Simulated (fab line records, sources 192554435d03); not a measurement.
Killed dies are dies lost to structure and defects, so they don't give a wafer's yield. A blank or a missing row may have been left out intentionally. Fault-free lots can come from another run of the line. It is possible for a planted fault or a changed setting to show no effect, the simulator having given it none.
Chamber matching | flow n5 finfet | rie diel-03 running N5_PASSIVATION_VIA_ETCH_13: 4 sister chambers
The step etches SiO2 in CHF3/O2, target depth 660 nm, time 330 s. 8 wafers are shown with their chamber, then 7 later ones without.

== WAFERS WITH THEIR CHAMBER ==
wafer  | chamber | throttle valve pct (%) | drypump motor current A (A)
L579.3 | 2       | 18.73                  | 6.4
L587.1 | 1       | 19.01                  | 6.6
L587.4 | 0       | 18.41                  | 5.6
L590.3 | 1       | 19.04                  | 6.6
L590.5 | 0       | 18.39                  | 5.7
L590.6 | 3       | 18.79                  | 5.7
L589.1 | 3       | 18.80                  | 5.8
L589.2 | 2       | 18.75                  | 6.4

== WAFERS WITHOUT THEIR CHAMBER ==
wafer  | throttle valve pct (%) | drypump motor current A (A)
L589.6 | 18.78                  | 6.4
L598.1 | 18.79                  | 6.4
L598.5 | 18.79                  | 6.4
L598.6 | 18.60                  | 6.6
L597.2 | 18.77                  | 6.4
L597.4 | 18.83                  | 5.7
L597.5 | 18.62                  | 6.6

== EACH ONE'S CHAMBER ==
wafer  | from the rows above | in truth
L589.6 | 2                   | 2
L598.1 | 2                   | 2
L598.5 | 2                   | 2
L598.6 | 2                   | 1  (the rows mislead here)
L597.2 | 2                   | 2
L597.4 | 3                   | 3
L597.5 | 2                   | 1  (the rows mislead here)
5 of 7 placed correctly. Not placeable from these rows: 0. Number placed wrongly: 2.
How it was worked out, from the rows above alone: a wafer's distance from a chamber is the root of the sum, over the readings, of the square of ((its reading less the chamber's mean) divided by the reading's scatter). The wafer belongs to the nearest chamber; if the next one is less than 2 further off, it can't be placed. The mean given for a chamber averages the wafers shown for that chamber. The scatter is the square root of a quotient: the sum, over the shown wafers, of each reading's squared deviation from its chamber's mean, divided by wafers minus chambers.
